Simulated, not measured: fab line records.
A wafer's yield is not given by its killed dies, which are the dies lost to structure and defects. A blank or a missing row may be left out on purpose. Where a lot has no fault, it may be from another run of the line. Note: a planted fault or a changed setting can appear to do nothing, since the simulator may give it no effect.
Split-lot study    flow n5-finfet    21 wafers read from 7 lots, route of 1938 steps

== SPLIT DETAILS ==
At N5_BEOL_M9_ETCH_62 (etches SOC in N2/H2, target depth 110 nm, overetch 22 nm, time 165 s), the setting source-w was moved away from the recipe's 840 W on 4 of the 21 wafers read, by -15.3% to +9.2%. All remaining wafers had this setting at the recipe value.

Reading taken at the split's own step.

== THE READING ==
rf-vpp-V, in V, at N5_BEOL_M9_ETCH_62 (etches SOC in N2/H2, target depth 110 nm, overetch 22 nm, time 165 s). A value of 525.3 V with a standard deviation of 1.9 V is what fault-free wafers of this fab line usually give.

wafer   tool, chamber at the split  source-w as run, W  against the recipe  rf-vpp-V, V  against lot-mates on the recipe
L076.1  rie-diel-01, 0              840                 recipe              526.0        -
L076.2  rie-diel-01, 2              840                 recipe              524.9        -
L076.5  rie-diel-01, 3              883.1               +5.1%               516.9        -8.6
L080.1  rie-diel-01, 0              840                 recipe              525.5        -
L080.3  rie-diel-01, 2              840                 recipe              523.8        -
L080.6  rie-diel-01, 3              840                 recipe              525.9        -
L089.3  rie-diel-04, 0              711.4               -15.3%              554.3        +31.4
L089.4  rie-diel-04, 3              840                 recipe              522.9        -
L089.5  rie-diel-04, 2              711.4               -15.3%              550.9        +28.0
L094.1  rie-diel-02, 3              840                 recipe              526.5        -
L094.2  rie-diel-02, 2              840                 recipe              528.2        -
L094.5  rie-diel-02, 1              840                 recipe              526.3        -
L091.2  rie-diel-02, 1              840                 recipe              526.2        -
L091.4  rie-diel-02, 3              840                 recipe              527.0        -
L091.6  rie-diel-02, 2              916.9               +9.2%               510.4        -16.2
L095.2  rie-diel-04, 1              840                 recipe              528.3        -
L095.3  rie-diel-04, 3              840                 recipe              523.0        -
L095.6  rie-diel-04, 1              840                 recipe              527.8        -
L096.2  rie-diel-04, 1              840                 recipe              526.5        -
L096.4  rie-diel-04, 0              840                 recipe              524.5        -
L096.6  rie-diel-04, 2              840                 recipe              522.3        -

FIT RESULTS
A straight line over all 21 wafers: rf-vpp-V changes by -1.74 V for each +1% of source-w; r = -0.98; the points scatter about the line by 1.8 V.
The same after taking each lot's own level away (the mean of its wafers on the recipe; 21 wafers): -1.9 V for each +1%; r = -0.99; scatter 1.5 V.
According to that fit, moving source-w by its largest amount changes the reading by 29 V.
Measured against the standard deviation above, the lots' own levels, which go from 522.90 to 527.00 V, span 2.2 times it.
The two slopes are in agreement: the lot-to-lot level therefore moves the slope only a little.
Check: with one of the wafers moved furthest among these (-15.3%) left out of the fit, the line predicts +27.7 V for it against its lot-mates. It came out at +31.4 V against them.
Tool readings at the split's step, against how far the setting was moved: rf-vpp-V r = -0.98.

== ADDITIONAL SPLITS CARRIED BY THESE WAFERS ==
Other splits were also applied to these wafers ahead of the reading. Each is held against what the fit with the lots' levels taken away leaves over:
other split on the same wafers     wafers away from the commonest value  r with rf-vpp-V (lot level and that fit taken away)
N5_BEOL_M7_HM_DEP_02 target-thk-a  7                                     +0.27
N5_BEOL_M8_COAT_22 spin-rpm        6                                     +0.11
N5_BEOL_M8_EXPOSE_25 dose-mj       9                                     -0.12

== THE FILE'S OWN FIT ==
rf-vpp-V changes by -1.88 V for each +1% of source-w, r = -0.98.
